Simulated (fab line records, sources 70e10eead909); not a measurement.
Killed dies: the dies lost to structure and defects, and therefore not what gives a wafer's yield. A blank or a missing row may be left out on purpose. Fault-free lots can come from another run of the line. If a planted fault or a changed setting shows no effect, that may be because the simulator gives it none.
A lot that was struck, set against a sound lot | flow nand_harc | 14 steps out of a route of 1302
Sound: wafers L609.1, L609.5, L609.6. Struck: wafer L620.1 (left out: L620.5, L620.6 of the same lot, which were not struck); the cause appears at the end.
Per side, at each step with rows, come the tool, then ch with its chambers, and then its first start. Under that, the readings that differ: sound wafers | struck wafers | difference of the means | sigmas: that difference in standard deviations of wafers without a fault.
alike: same words and numbers on both sides, and readings whose means sit less than 2 such deviations apart. not compared: any withheld reading, any reading some wafer has no value for, any bound like >300 that may hide the same value, and any number with overlapping values for which the record gives no deviation.
A row with sigmas, a row that says differs or no value, or rows on one side alone: a step with any of these is where the two part. Non-overlapping numbers with no deviation appear without sigmas and do not part them. Lack of a reading on every wafer of one side parts them only where that side has two or more wafers.

NHARC_A_SOURCE_PLATE_THK_MEAS_06: measures by ellipsometry.
  struck on film_metro-02, day 14 06:51; sound on film_metro-02, day 9 09:11
  alike: thk_nm
NHARC_A_SOURCE_PLATE_INSPECT_08:
  struck on defect_inspect-02, day 14 06:55; sound on defect_inspect-01, day 9 09:18
  alike: raw_defect_count
after that, 1 step with no rows for these wafers: NHARC_A_ONON_D1_DEP_00 (target thk 1000 nm).
NHARC_A_ONON_D1_THK_MEAS_02: measures by ellipsometry.
  struck on film_metro-02, day 14 07:29; sound on film_metro-02, day 9 09:52
  alike: thk_nm
after that, 1 step with no rows for these wafers: NHARC_A_ONON_D1_DEP_03 (target thk 1000 nm).
NHARC_A_ONON_D1_THK_MEAS_05: measures by ellipsometry.
  struck on film_metro-01, day 14 08:02; sound on film_metro-02, day 9 10:26
  alike: thk_nm
after that, 1 step with no rows for these wafers: NHARC_A_ONON_D1_DEP_06 (target thk 1000 nm).
NHARC_A_ONON_D1_THK_MEAS_08: measures by ellipsometry.
  struck on film_metro-02, day 14 08:37; sound on film_metro-01, day 9 11:00
  reading     | sound          | struck | difference | sigmas
  thk_nm (nm) | 1017 1016 1016 | 982    | -34        | -3
after that, 1 step with no rows for these wafers: NHARC_A_ONON_D1_DEP_09 (target thk 1000 nm).
NHARC_A_ONON_D1_THK_MEAS_11: measures by ellipsometry.
  struck on film_metro-01, day 14 09:11; sound on film_metro-01, day 9 11:34
  alike: thk_nm
NHARC_A_ONON_D1_DEP_12: target thk 1000 nm.
  sound on pecvd_onon-01 ch 0, day 9 11:37; struck on pecvd_onon-03 ch 0, day 14 09:14
NHARC_A_ONON_D1_THK_MEAS_14: measures by ellipsometry.
  struck on film_metro-01, day 14 09:44; sound on film_metro-02, day 9 12:07
  reading     | sound          | struck | difference | sigmas
  thk_nm (nm) | 1005 1006 1006 | 1340   | +334       | +30
then, 1 step without rows for these wafers: NHARC_A_ONON_D1_ANNEAL_15 (time 3600 s).
-- record jumps: 16 days between struck wafers' starts before vs after; left off in module A_ONON_D1, resumes in module END, first step shown is number 1302 of the route --
NHARC_END_SORT_01:
  sound on prober-02 ch 0, day 25 19:44; struck on prober-01 ch 0, day 30 08:38
  alike: killed_at_array, killed_at_other, killed_at_periphery, killed_dies, killed_open, killed_short

== WHERE THEY PART ==
Last at NHARC_A_ONON_D1_THK_MEAS_14 as far as this record goes, first at NHARC_A_ONON_D1_THK_MEAS_08. Later steps at which nothing parts them and some readings are alike: NHARC_END_SORT_01.

WHY: what the simulator had put in
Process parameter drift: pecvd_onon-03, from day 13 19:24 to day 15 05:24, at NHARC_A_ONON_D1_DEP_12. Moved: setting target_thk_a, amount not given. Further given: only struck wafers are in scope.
